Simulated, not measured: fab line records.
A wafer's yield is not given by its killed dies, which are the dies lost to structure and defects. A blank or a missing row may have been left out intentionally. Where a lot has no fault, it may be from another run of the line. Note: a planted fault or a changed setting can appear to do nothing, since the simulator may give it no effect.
Which tool was responsible? | flow n5 finfet | 12 lots with 36 wafers sampled at 2 steps, on a route of 1938 steps

== WHAT EACH GAUGE READ, for each wafer ==
N5_BEOL_M8_INSPECT_58: inspects for defects (darkfield).
lot  | measured     | on                | raw defect count
L074 | day 11 09:10 | defect inspect-01 | 36 43 58
L077 | day 11 18:37 | defect inspect-02 | 45 90 58
L079 | day 12 14:46 | defect inspect-01 | 49 67 45
L080 | day 12 20:59 | defect inspect-02 | 56 69 67
L085 | day 13 04:28 | defect inspect-01 | 80 77 45
L084 | day 13 19:41 | defect inspect-01 | 55 82 70
L089 | day 14 04:09 | defect inspect-01 | 56 58 50
L088 | day 14 20:22 | defect inspect-01 | 60 59 55
L091 | day 15 13:55 | defect inspect-02 | 81 47 54
L093 | day 16 02:59 | defect inspect-01 | 90 102 66
L096 | day 16 06:03 | defect inspect-02 | 67 50 67
L097 | day 17 02:08 | defect inspect-01 | 45 61 79

== EACH LOT AND THE TOOL THAT RAN IT (in order: tool; ch and the chambers of the sampled wafers; start) ==
lot  | N5_BEOL_M8_ANNEAL_51
L074 | rtp anneal-01 ch 0, day 11 08:25
L077 | rtp anneal-02 ch 0, day 11 17:53
L079 | rtp anneal-01 ch 0, day 12 14:01
L080 | rtp anneal-01 ch 0, day 12 20:14
L085 | rtp anneal-01 ch 0, day 13 03:44
L084 | rtp anneal-02 ch 0, day 13 18:58
L089 | rtp anneal-02 ch 0, day 14 03:25
L088 | rtp anneal-02 ch 0, day 14 19:32
L091 | rtp anneal-01 ch 0, day 15 13:10
L093 | rtp anneal-02 ch 0, day 16 02:17
L096 | rtp anneal-02 ch 0, day 16 05:18
L097 | rtp anneal-01 ch 0, day 17 01:21
- N5_BEOL_M8_ANNEAL_51: time 90 s.

== THE ANSWER, worked out from the rows above alone ==
Rule: the lots themselves supply what counts as usual. Put in order of their means at a reading, lots are off if they are a third of the lots or fewer, leave a main group of 4 or more, and stand apart from it by a gap of 3 or more times the standard deviation of the main group's means; of several such gaps the widest counts. If all means in a main group match to the digits the tables above print for the reading, that group is not used. A lot without any number at a reading at which 4 lots or more have one is off too. All remaining lots with rows at the step are treated as sound.
Across all readings shown, no lot is off: no conclusion can be drawn from this.

== WHAT THE SIMULATOR HAD PUT IN ==
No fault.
